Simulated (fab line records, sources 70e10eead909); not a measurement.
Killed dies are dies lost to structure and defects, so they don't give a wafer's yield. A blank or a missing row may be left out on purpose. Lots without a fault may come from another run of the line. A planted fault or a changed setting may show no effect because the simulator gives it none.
fab line records | flow nand_harc
record lots=6 wafers=18 last_day=24
route steps=1159 shown P_GATE@136 P_CONTACT@217 END@1159
lots that met no fault: from a run of the same line without faults
start_h: hours from the record's first day to the start of the lot's first wafer shown | wait_h: hours since the lot's step before | " the same as in the row above | L1.1+2: a row that stands for several wafers | - no value, or no start given | * or withheld: withheld | < > ~ a bound
route shown NAME@n: a module of which the file shows steps, and the number in the route of the first | usual: mean/standard deviation of fault-free wafers | same: alike in all rows | chamber/n: place in a boat | sites: the reading at each site | _std_site: their standard deviation | _edge_site: outer sites' mean less inner sites' | radius_mm: how far each site lies from the wafer's centre | mask NAME#n: copy n | behind: the tool/chamber that last shaped the wafer | hold: why the lot was held/for how many hours/how that ended | device: the transistor (n, p or np) that didn't switch | end of line: the same wafers' tests at the end of the route | a step without rows: its recipe alone | killed: dies lost to structure and defects at the first sort, not the wafer's yield | map: a wafer's dies, x killed, . not, _ none there
set.NAME: the setting as run; set.NAME@STEP: as run at that earlier step | model.NAME: the simulator's own value behind a step, which no gauge read
lots at some steps of the route; a table a step, a row a wafer
services: from which hour (start_h, from the record's first day; less than 0 if before it) a tool's chamber was out of use, for how many hours, and why
## steps
# step NHARC_P_GATE_SOFTBAKE_21
# recipe temp_c=105 time_s=55
# step NHARC_P_GATE_EBR_22
# step NHARC_P_GATE_EXPOSE_23
# recipe na=1.35 target_cd_nm=120 dose_mj=93.91 mask_id=P_GATE
# step NHARC_P_GATE_PEB_24
# recipe peb_temp_c=100 peb_time_s=65
# step NHARC_P_GATE_DEVELOP_25
# recipe develop_time_s=35 dev_temp_c=23
# step NHARC_P_GATE_CD_MEAS_26
# recipe target_cd_nm=120 landing_energy_ev=500
# usual cd_nm=119.8/0.67
# columns lot.wafer tool chamber start_h wait_h cd_nm
L695.1 cd_sem-01 0 104.49 - 120.6
L695.5 " 0 " " 120.0
L695.6 " 0 " " 120.0
L696.1 cd_sem-01 0 113.91 - 119.2
L696.3 " 0 " " 119.3
L696.6 " 0 " " 119.1
L709.1 cd_sem-02 0 189.90 - 120.7
L709.5 " 0 " " 119.7
L709.6 " 0 " " 119.2
L711.1 cd_sem-01 0 201.62 - 119.6
L711.2 " 0 " " 120.7
L711.6 " 0 " " 119.5
L713.1 cd_sem-02 0 216.18 - 120.4
L713.3 " 0 " " 120.0
L713.5 " 0 " " 120.0
L714.1 cd_sem-03 0 216.74 - 120.3
L714.5 " 0 " " 120.0
L714.6 " 0 " " 119.9
# step NHARC_P_GATE_OVL_MEAS_27
# usual overlay_x_nm=0.0/0.91 overlay_y_nm=0.2/1
# columns lot.wafer tool chamber start_h wait_h overlay_x_nm overlay_y_nm
L695.1 overlay-02 - 104.58 - -0.3 0.3
L695.5 " - " " -0.4 -0.4
L695.6 " - " " -0.3 0.2
L696.1 overlay-01 - 113.99 - -0.1 -0.4
L696.3 " - " " 0.0 -0.1
L696.6 " - " " 0.1 -0.1
L709.1 overlay-02 - 189.98 - 0.5 -1.6
L709.5 " - " " 0.7 -1.6
L709.6 " - " " -0.6 -1.2
L711.1 overlay-01 - 201.71 - -0.8 -0.7
L711.2 " - " " -0.9 -1.8
L711.6 " - " " -1.1 -1.0
L713.1 overlay-01 - 216.27 - 0.8 -0.9
L713.3 " - " " 1.7 -1.8
L713.5 " - " " 1.6 -1.3
L714.1 overlay-02 - 216.83 - 0.0 -0.1
L714.5 " - " " 0.6 0.2
L714.6 " - " " 0.4 -0.2
# step NHARC_P_GATE_INSPECT_28
# usual raw_defect_count=7/3.1
# columns lot.wafer tool chamber start_h wait_h raw_defect_count
L695.1 defect_inspect-01 - 104.61 0.0 6
L695.5 " - " " 5
L695.6 " - " " 8
L696.1 defect_inspect-01 - 114.03 0.0 4
L696.3 " - " " 10
L696.6 " - " " 6
L709.1 defect_inspect-02 - 190.02 0.0 5
L709.5 " - " " 2
L709.6 " - " " 3
L711.1 defect_inspect-01 - 201.74 0.0 6
L711.2 " - " " 5
L711.6 " - " " 3
L713.1 defect_inspect-01 - 216.31 0.0 10
L713.3 " - " " 9
L713.5 " - " " 11
L714.1 defect_inspect-02 - 216.87 0.0 4
L714.5 " - " " 8
L714.6 " - " " 5
# step NHARC_P_GATE_DESCUM_31
# recipe time_s=3 o2_flow_sccm=200 ar_flow_sccm=0 bias_power_w=0 chemistry=O2
# step NHARC_P_GATE_ETCH_104
# recipe target_depth_a=600 time_s=withheld cf4_flow_sccm=100 chf3_flow_sccm=30 ar_flow_sccm=0 rf_w=500 bias_w=200 chemistry=CF4/CHF3
# step NHARC_P_GATE_HM_OPEN_105
# recipe target_depth_a=3600 o2_flow_sccm=400 cos_flow_sccm=20 ar_flow_sccm=0 rf_w=500 bias_w=300 chemistry=O2/COS
# usual drypump_motor_current_A=5.6/0.44 oes_product_au=1.002/0.013 rf_vpp_V=466/3.6 showerhead_plenum_p_Torr=3.08/0.16 throttle_valve_pct=28.330/0.0093
# columns lot.wafer tool chamber start_h wait_h drypump_motor_current_A oes_product_au rf_hours_counter_h rf_vpp_V showerhead_plenum_p_Torr throttle_valve_pct
L695.1 rie_diel-01 1 - - 5.2 0.976 41 462 2.91 28.320
L695.5 " 2 " " 6.3 1.000 - 472 3.33 28.336
L695.6 " 3 " " 5.0 1.008 - 470 3.29 28.325
L696.3 rie_diel-01 0 - - 5.8 1.001 45 462 2.92 28.328
L696.1 " 1 " " 5.2 0.984 44 461 2.91 28.328
L696.6 " 0 " " 5.8 0.986 - 462 2.92 28.305
L709.1 rie_diel-03 0 - - 5.7 0.988 55 469 3.20 28.331
L709.6 " 0 " " 5.7 0.988 - 468 3.20 28.337
L709.5 " 1 " " 5.7 1.020 - 466 3.05 28.313
L711.1 rie_diel-03 0 - - 5.7 0.996 59 469 3.20 28.339
L711.2 " 3 " " 5.6 1.009 55 467 3.10 28.346
L711.6 " 0 " " 5.7 0.998 - 469 3.20 28.328
L713.3 rie_diel-13 3 - - 4.8 1.008 23 461 2.90 28.325
L713.1 " 0 " " 6.1 1.035 21 465 3.00 28.340
L713.5 " 1 " " 5.9 0.991 - 471 3.27 28.338
L714.1 rie_diel-13 2 - - 5.8 0.989 23 464 2.91 28.316
L714.6 " 0 " " 6.1 1.018 - 464 3.00 28.337
L714.5 " 1 " " 5.9 0.993 - 470 3.27 28.322
# step NHARC_P_GATE_STRIP_106
# recipe o2_flow_sccm=400 cos_flow_sccm=20 ar_flow_sccm=0 bias_w=0 chemistry=O2/COS
# step NHARC_P_GATE_ETCH_114
# recipe target_depth_a=300 overetch_a=30 time_s=16.5 ion_energy_ev=100 cf4_flow_sccm=80 o2_flow_sccm=20 ar_flow_sccm=0 rf_w=300 bias_w=100 chemistry=CF4/O2
# usual drypump_motor_current_A=5.6/0.44 oes_product_au=1.002/0.014 rf_vpp_V=197.3/1.6 showerhead_plenum_p_Torr=1.31/0.071 throttle_valve_pct=13.397/0.009
# columns lot.wafer tool chamber start_h wait_h drypump_motor_current_A oes_product_au rf_hours_counter_h rf_vpp_V showerhead_plenum_p_Torr throttle_valve_pct
L695.1 rie_diel-01 1 105 - 5.2 0.982 41 196.4 1.24 13.419
L695.6 " 0 " " 5.9 1.004 - 195.6 1.24 13.393
L695.5 " 1 " " 5.2 0.993 - 196.6 1.24 13.402
L696.3 rie_diel-01 1 114 - 5.2 0.980 44 196.1 1.24 13.406
L696.1 " 2 " " 6.3 0.994 46 199.5 1.43 13.410
L696.6 " 1 " " 5.2 0.978 - 196.9 1.24 13.409
L709.1 rie_diel-03 2 190 - 5.5 1.015 53 198.3 1.38 13.401
L709.6 " 2 " " 5.5 1.015 - 200.2 1.38 13.384
L709.5 " 3 " " 5.6 1.018 - 196.5 1.33 13.385
L711.2 rie_diel-03 0 202 - 5.7 0.986 60 199.2 1.37 13.374
L711.1 " 1 " " 5.6 1.016 59 196.6 1.30 13.401
L711.6 " 2 " " 5.5 1.009 - 198.8 1.38 13.391
L713.3 rie_diel-13 0 216 - 6.1 1.022 21 197.7 1.28 13.395
L713.1 " 1 " " 5.9 1.002 19 197.9 1.40 13.393
L713.5 " 2 " " 5.8 0.994 - 196.3 1.24 13.403
L714.1 rie_diel-13 3 217 - 4.8 1.005 23 196.9 1.24 13.380
L714.6 " 0 " " 6.1 1.024 - 197.3 1.28 13.384
L714.5 " 1 " " 5.9 0.997 - 199.4 1.40 13.376
# step NHARC_P_GATE_ETCH_32
# recipe target_depth_a=1500 over_etch_frac=1 over_etch_ion_energy_ev=40 time_s=100.1 hbr_flow_sccm=150 cl2_flow_sccm=50 rf_w=400 icp_w=400 bias_w=100 chemistry=HBr/Cl2
# step NHARC_P_GATE_STRIP_108
# recipe o2_flow_sccm=500 ar_flow_sccm=0 bias_w=0 chemistry=O2
# usual drypump_motor_current_A=5.6/0.41 oes_product_au=1.004/0.014 rf_vpp_V=57.8/0.92 showerhead_plenum_p_Torr=3.51/0.17 throttle_valve_pct=17.036/0.0087
# columns lot.wafer tool chamber start_h wait_h drypump_motor_current_A oes_product_au rf_hours_counter_h rf_vpp_V showerhead_plenum_p_Torr throttle_valve_pct
L695.1 rie_diel-03 1 105.91 - 5.6 1.020 23 57.1 3.47 17.037
L695.6 " 1 " " 5.6 1.019 - 58.7 3.47 17.035
L695.5 " 2 " " 5.5 1.023 - 56.7 3.65 17.039
L696.1 rie_diel-13 0 114.86 - 6.1 1.011 1 58.1 3.41 17.029
L696.3 " 2 " " 5.8 0.997 1 57.1 3.31 17.030
L696.6 " 3 " " 4.8 1.003 - 57.0 3.29 17.027
L709.1 rie_diel-03 1 190.78 - 5.7 1.016 55 57.6 3.45 17.026
L709.5 " 3 " " 5.6 1.002 - 56.9 3.51 17.033
L709.6 " 0 " " 5.7 1.000 - 58.3 3.62 17.048
L711.2 rie_diel-03 1 202.73 - 5.7 1.024 59 57.3 3.45 17.014
L711.1 " 3 " " 5.6 1.018 56 56.3 3.51 17.024
L711.6 " 1 " " 5.7 1.030 - 57.5 3.45 17.035
L713.1 rie_diel-13 1 217.07 - 5.9 1.003 19 59.0 3.70 17.033
L713.3 " 2 " " 5.8 0.993 23 58.3 3.30 17.042
L713.5 " 0 " " 6.1 1.025 - 57.5 3.40 17.027
L714.1 rie_diel-13 0 217.60 - 6.1 1.027 21 57.9 3.40 17.046
L714.6 " 0 " " 6.1 1.029 - 57.4 3.40 17.022
L714.5 " 1 " " 5.9 1.001 - 58.5 3.70 17.028
# step NHARC_P_GATE_CD_MEAS_33
# usual cd_nm=121/3.6
# columns lot.wafer tool chamber start_h wait_h cd_nm
L695.1 cd_sem-01 - 106.08 - 126
L695.5 " - " " 125
L695.6 " - " " 123
L696.1 cd_sem-03 - 115.06 0.2 115
L696.3 " - " " 117
L696.6 " - " " 115
L709.1 cd_sem-02 - 190.93 - 118
L709.5 " - " " 117
L709.6 " - " " 117
L711.1 cd_sem-01 - 202.89 - 123
L711.2 " - " " 122
L711.6 " - " " 121
L713.1 cd_sem-02 - 217.21 - 130
L713.3 " - " " 126
L713.5 " - " " 124
L714.1 cd_sem-02 - 217.77 - 126
L714.5 " - " " 123
L714.6 " - " " 126
# step NHARC_P_GATE_STRIP_35
# recipe time_s=600 temp_c=130 chemistry=SPM
# step NHARC_P_GATE_PRECLEAN_73
# recipe time_s=* temp_c=50 bath_age_min=0 chemistry=SC1
# step NHARC_P_GATE_SRD_74
# step NHARC_P_GATE_ALD_36
# recipe target_thk_a=200 pulse_time_s=60 ald_cycles=223 temp_c=400 material=SiNx
# step NHARC_P_GATE_ETCHBACK_37
# recipe target_depth_a=345 time_s=17.2 chf3_flow_sccm=50 o2_flow_sccm=10 ar_flow_sccm=200 rf_w=500 bias_w=200 chemistry=CHF3/O2
# step NHARC_P_GATE_STRIP_101
# recipe time_s=20 o2_flow_sccm=500 ar_flow_sccm=0 bias_w=0 chemistry=O2
# usual drypump_motor_current_A=5.7/0.44 oes_product_au=1.001/0.013 rf_vpp_V=57.6/0.91 showerhead_plenum_p_Torr=3.49/0.18 throttle_valve_pct=17.036/0.0093
# columns lot.wafer tool chamber start_h wait_h drypump_motor_current_A oes_product_au rf_hours_counter_h rf_vpp_V showerhead_plenum_p_Torr throttle_valve_pct
L695.1 rie_diel-13 2 116.40 0.4 5.8 0.990 2 56.8 3.31 17.037
L695.5 " 0 " " 6.1 1.008 - 57.8 3.41 17.028
L695.6 " 3 " " 4.8 1.004 - 57.6 3.29 17.030
L696.3 rie_diel-13 2 125.11 0.1 5.8 1.010 3 57.2 3.31 17.040
L696.1 " 3 " " 4.8 1.003 3 57.0 3.29 17.035
L696.6 " 2 " " 5.8 1.001 - 57.2 3.31 17.043
L709.1 rie_diel-13 2 201.11 0.1 5.9 0.994 21 57.0 3.30 17.036
L709.5 " 1 " " 6.0 1.003 - 58.3 3.70 17.052
L709.6 " 2 " " 5.8 1.000 - 57.3 3.30 17.046
L711.1 rie_diel-13 1 212.91 0.1 6.0 1.005 19 57.2 3.70 17.040
L711.2 " 3 " " 4.8 1.009 23 57.2 3.28 17.023
L711.6 " 0 " " 6.1 1.026 - 58.8 3.40 17.037
L713.3 rie_diel-13 1 227.35 0.1 5.9 0.995 21 58.4 3.69 17.055
L713.1 " 2 " " 5.8 0.991 25 56.2 3.29 17.051
L713.5 " 1 " " 5.9 1.007 - 58.1 3.69 17.039
L714.1 rie_diel-03 2 227.78 0.1 5.5 1.013 1 58.0 3.63 17.037
L714.5 " 0 " " 5.7 1.015 - 57.6 3.61 17.031
L714.6 " 1 " " 5.6 1.002 - 56.0 3.44 17.041
# step NHARC_P_GATE_PRECLEAN_97
# recipe time_s=600 temp_c=120 chemistry=SPM
# step NHARC_P_GATE_SRD_98
# step NHARC_P_GATE_PRECLEAN_99
# recipe time_s=* temp_c=50 bath_age_min=0 chemistry=SC1
# step NHARC_P_GATE_SRD_100
# step NHARC_P_GATE_DEHYDRATE_38
# recipe temp_c=150 time_s=120
# step NHARC_P_GATE_HMDS_39
# recipe time_s=30
# step NHARC_P_GATE_COAT_40
# recipe spin_rpm=3000
# step NHARC_P_GATE_SOFTBAKE_41
# recipe temp_c=122 time_s=95
# step NHARC_P_GATE_EBR_42
# step NHARC_P_GATE_EXPOSE_43
# recipe na=0.6 target_cd_nm=720 dose_mj=14.81 mask_id=P_NSD
# step NHARC_P_GATE_PEB_44
# recipe peb_temp_c=118 peb_time_s=85
# step NHARC_P_GATE_DEVELOP_45
# recipe time_s=70
# step NHARC_P_GATE_CD_MEAS_46
# recipe target_cd_nm=720 landing_energy_ev=500
# usual cd_nm=718.2/2.1
# columns lot.wafer tool chamber start_h wait_h cd_nm
L695.1 cd_sem-01 0 117.21 - 718.6
L695.5 " 0 " " 715.6
L695.6 " 0 " " 721.2
L696.1 cd_sem-02 0 126.03 - 721.0
L696.3 " 0 " " 715.7
L696.6 " 0 " " 718.6
L709.1 cd_sem-01 0 202.03 - 716.6
L709.5 " 0 " " 716.3
L709.6 " 0 " " 716.5
L711.1 cd_sem-03 0 213.83 - 717.8
L711.2 " 0 " " 716.0
L711.6 " 0 " " 719.0
L713.1 cd_sem-02 0 228.30 - 722.1
L713.3 " 0 " " 717.2
L713.5 " 0 " " 719.4
L714.1 cd_sem-01 0 228.70 - 724.4
L714.5 " 0 " " 719.1
L714.6 " 0 " " 721.1
# step NHARC_P_GATE_HARDBAKE_47
# recipe temp_c=125 time_s=80
# step NHARC_P_GATE_DESCUM_48
# recipe time_s=3 o2_flow_sccm=200 ar_flow_sccm=0 bias_power_w=0 chemistry=O2
# usual drypump_motor_current_A=5.6/0.44 oes_product_au=1.004/0.013 rf_vpp_V=57.7/0.82 showerhead_plenum_p_Torr=1.89/0.1 throttle_valve_pct=11.312/0.01
# columns lot.wafer tool chamber start_h wait_h drypump_motor_current_A oes_product_au rf_hours_counter_h rf_vpp_V showerhead_plenum_p_Torr throttle_valve_pct
L695.1 rie_diel-13 2 117.37 - 5.8 0.995 2 58.4 1.78 11.304
L695.5 " 3 " " 4.8 1.007 - 58.6 1.78 11.307
L695.6 " 0 " " 6.1 1.019 - 56.9 1.84 11.317
L696.3 rie_diel-13 1 126.20 - 5.9 0.995 1 56.5 2.02 11.315
L696.1 " 0 " " 6.1 1.012 3 58.0 1.84 11.323
L696.6 " 1 " " 5.9 0.993 - 58.0 2.02 11.320
L709.1 rie_diel-13 3 202.21 - 4.8 1.010 21 56.3 1.77 11.326
L709.5 " 2 " " 5.8 1.003 - 56.6 1.78 11.308
L709.6 " 3 " " 4.8 1.008 - 57.3 1.77 11.317
L711.1 rie_diel-13 3 213.99 - 4.8 1.004 23 57.2 1.77 11.317
L711.2 " 0 " " 6.1 1.027 21 57.8 1.84 11.315
L711.6 " 3 " " 4.8 1.001 - 57.0 1.77 11.318
L713.3 rie_diel-13 3 228.48 - 4.8 1.001 25 56.8 1.77 11.313
L713.1 " 0 " " 6.1 1.024 23 57.8 1.84 11.305
L713.5 " 2 " " 5.8 0.997 - 57.5 1.78 11.303
L714.1 rie_diel-13 3 228.90 - 4.8 1.014 25 56.5 1.77 11.310
L714.6 " 0 " " 6.1 1.017 - 57.2 1.84 11.301
L714.5 " 1 " " 5.9 0.991 - 59.4 2.01 11.309
# step NHARC_P_GATE_IMPLANT_49
# recipe energy_kev=30 dose_cm2=3e+15 tilt_deg=7
# step NHARC_P_GATE_STRIP_111
# recipe power_w=1500 temp_c=110 time_s=250 chemistry=N2/H2
# usual drypump_motor_current_A=5.62/0.28 heater_power_w=95/12
# columns lot.wafer tool chamber start_h wait_h drypump_motor_current_A heater_power_w rf_hours_counter_h
L695.1 plasma_asher-02 0 117.76 0.2 5.36 107 34
L695.5 " 0 " " 5.35 107 -
L695.6 " 1 " " 5.98 84 -
L696.1 plasma_asher-02 1 126.69 0.3 6.00 86 39
L696.3 " 1 " " 6.00 84 -
L696.6 " 1 " " 6.00 85 -
L709.1 plasma_asher-01 1 202.94 0.4 5.32 79 39
L709.5 " 1 " " 5.35 79 -
L709.6 " 0 " " 5.76 107 -
L711.2 plasma_asher-02 0 214.36 0.2 5.34 106 7
L711.1 " 1 " " 5.97 83 7
L711.6 " 1 " " 5.98 83 -
L713.1 plasma_asher-02 0 228.88 0.2 5.36 101 14
L713.3 " 0 " " 5.35 105 -
L713.5 " 0 " " 5.35 104 -
L714.1 plasma_asher-01 1 229.23 0.2 5.36 82 46
L714.6 " 1 " " 5.36 80 -
L714.5 " 0 " " 5.77 107 -
# step NHARC_P_GATE_STRIP_75
# recipe power_w=1500 temp_c=250 chemistry=O2
# step NHARC_P_GATE_STRIP_50
# recipe time_s=900 temp_c=130 chemistry=SPM
# step NHARC_P_GATE_DEHYDRATE_51
# recipe temp_c=150 time_s=120
# step NHARC_P_GATE_INSPECT_68
# usual raw_defect_count=250/110
# columns lot.wafer tool chamber start_h wait_h hold raw_defect_count
L695.1 defect_inspect-01 - 123.75 0.2 - 210
L695.5 " - " " - 199
L695.6 " - " " - 280
L696.1 defect_inspect-01 - 132.64 0.2 - 266
L696.3 " - " " - 313
L696.6 " - " " - 341
L709.1 defect_inspect-01 - 209.03 0.2 await_dispo/0.2h/release 861
L709.5 " - " " await_dispo/0.2h/release 704
L709.6 " - " " await_dispo/0.2h/release 717
L709.1 defect_inspect-01 - 209.20 0.2 - 860
L709.5 " - " " - 700
L709.6 " - " " - 730
L711.1 defect_inspect-01 - 221.41 0.2 await_dispo/0.2h/release 722
L711.2 " - " " await_dispo/0.2h/release 798
L711.6 " - " " await_dispo/0.2h/release 670
L711.1 defect_inspect-01 - 221.58 0.2 - 720
L711.2 " - " " - 792
L711.6 " - " " - 664
L713.1 defect_inspect-02 - 235.03 0.2 - 252
L713.3 " - " " - 271
L713.5 " - " " - 346
L714.1 defect_inspect-01 - 235.32 0.2 - 157
L714.5 " - " " - 190
L714.6 " - " " - 260
# step NHARC_P_CONTACT_DEP_30
# recipe target_thk_a=300 temp_c=400 target_thk_nm=30 flow_sccm=200 rf_w=450 material=SiNx
# usual heater_power_w=694/93
# columns lot.wafer tool chamber start_h wait_h hold heater_power_w
L695.1 pecvd-02 1 123.82 0.1 - 593
L695.5 " 2 " " - 677
L695.6 " 0 " " - 630
L696.1 pecvd-02 0 132.86 0.2 - 610
L696.3 " 2 " " - 720
L696.6 " 2 " " - 721
L709.1 pecvd-03 2 215.24 6.0 await_dispo/5.9h/release 609
L709.5 " 2 " " await_dispo/5.9h/release 617
L709.6 " 0 " " await_dispo/5.9h/release 815
L711.1 pecvd-03 1 228.37 6.8 await_dispo/6.5h/release 790
L711.2 " 0 " " await_dispo/6.5h/release 746
L711.6 " 2 " " await_dispo/6.5h/release 698
L713.1 pecvd-03 2 235.10 0.1 - 685
L713.3 " 0 " " - 799
L713.5 " 1 " " - 686
L714.1 pecvd-01 2 235.50 0.2 - 751
L714.5 " 2 " " - 750
L714.6 " 0 " " - 678
# step NHARC_END_SORT_01
# recipe temp_c=25
# usual defect_limited_yield=95.5/1.5 killed_at_array=27/10 killed_at_other=0.6/0.96 killed_at_periphery=3.4/2.7 killed_dies=31/10 killed_open=2.9/1.8 killed_short=1.8/1.4 sort_bin_2_pct=1.4/0.66 sort_bin_3_pct=0.25/0.23 sort_bin_4_pct=2.8/0.94 sort_n_pass=646/10 sort_rim_yield_pct=96.2/2.6 sort_yield_pct=95.5/1.5
# same gross_dies=677 sort_bin_5_pct[%]=0 sort_bin_6_pct[%]=0 sort_bin_7_pct[%]=0 sort_bin_8_pct[%]=0 sort_rim_n_gross=106.00
# columns lot.wafer tool chamber start_h wait_h defect_limited_yield[%] killed_at_array killed_at_other killed_at_periphery killed_dies killed_open killed_short sort_bin_2_pct[%] sort_bin_3_pct[%] sort_bin_4_pct[%] sort_n_pass sort_rim_yield_pct[%] sort_yield_pct[%]
L695.1 prober-01 0 449.53 2.5 95.4 25 1 5 31 5 2 1.8 0 2.8 646 91.5 95.4
L695.5 prober-01 0 452.73 3.7 95.6 27 0 3 30 1 0 1.3 0.30 2.8 647 97.2 95.6
L695.6 prober-01 0 453.54 4.0 95.0 30 0 4 34 2 1 1.9 0.15 3.0 643 94.3 95.0
# killed by level:class
L695.1 A_CHANNEL_HOLE_D1:chamber_film_flake=12 A_SLIT:chamber_film_flake=4 A_M1:geometric_particle:open=2 P_STI:chamber_film_flake=2 A_CONTACT:chamber_film_flake=2 P_M0:geometric_particle:open=1 P_M0:geometric_particle:short=1 A_CHANNEL_HOLE_D1:geometric_particle:open=1
L695.5 A_SLIT:chamber_film_flake=13 A_CHANNEL_HOLE_D1:chamber_film_flake=10 P_STI:chamber_film_flake=2 A_STAIRCASE:chamber_film_flake=2 A_CHANNEL_HOLE_D1:geometric_particle:open=1 P_GATE:chamber_film_flake=1 A_CONTACT:chamber_film_flake=1
L695.6 A_CHANNEL_HOLE_D1:chamber_film_flake=13 A_SLIT:chamber_film_flake=13 P_M0:chamber_film_flake=2 A_CONTACT:chamber_film_flake=2 P_CONTACT:geometric_particle:short=1 A_CONTACT:geometric_particle:open=1 A_M0:geometric_particle:open=1 P_STI:chamber_film_flake=1
## services
# columns tool chamber start_h hours kind
pecvd-03 - 85.20 2.8 repair
pecvd-01 0 94.73 7.2 repair
rie_diel-03 3 95.70 5.2 repair
rie_diel-13 - 99.01 9.0 pm
rie_diel-13 0 99.01 9.0 vent_cycle
rie_diel-13 1 99.01 9.0 vent_cycle
rie_diel-13 2 99.01 9.0 vent_cycle
rie_diel-13 3 99.01 9.0 vent_cycle
plasma_asher-01 - 99.89 9.0 pm
rie_diel-13 0 108.01 - clean
pecvd-03 - 111.35 13.0 pm
rie_diel-03 3 114.22 4.6 repair
rie_diel-13 1 114.66 9.2 repair
rie_diel-01 0 125.14 5.7 repair
pecvd-03 - 128.65 8.3 repair
rie_diel-01 - 146.45 9.0 pm
plasma_asher-02 - 149.18 6.1 repair
pecvd-02 - 153.25 13.0 pm
pecvd-02 - 175.74 1.7 repair
plasma_asher-02 - 183.45 9.0 pm
rie_diel-13 - 187.65 0.8 repair
rie_diel-03 - 215.35 9.0 pm
rie_diel-01 3 215.88 9.7 repair
plasma_asher-01 - 215.93 5.4 repair
## key
first_sign step=NHARC_P_GATE_INSPECT_68 reading=raw_defect_count direction=up sigmas=4.7 usual=250 struck=745
effect step=NHARC_P_GATE_INSPECT_68 reading=hold direction=added
met_at NHARC_P_GATE_ETCH_114
struck_wafers L709.1,L709.5,L709.6,L711.1,L711.2,L711.6
scrapped_behind NHARC_P_CONTACT_INSPECT_14 L709.1,L709.5,L709.6,L711.1,L711.2,L711.6
also_fits NHARC_P_GATE_HM_OPEN_105:rie_diel-03,NHARC_P_GATE_STRIP_108:rie_diel-03
fault kind=chamber_particle_source tool=rie_diel-03 chamber=- onset_h=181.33 steps=NHARC_P_GATE_ETCH_114 rate_per_visit_cm2=0.91347 end_h=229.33
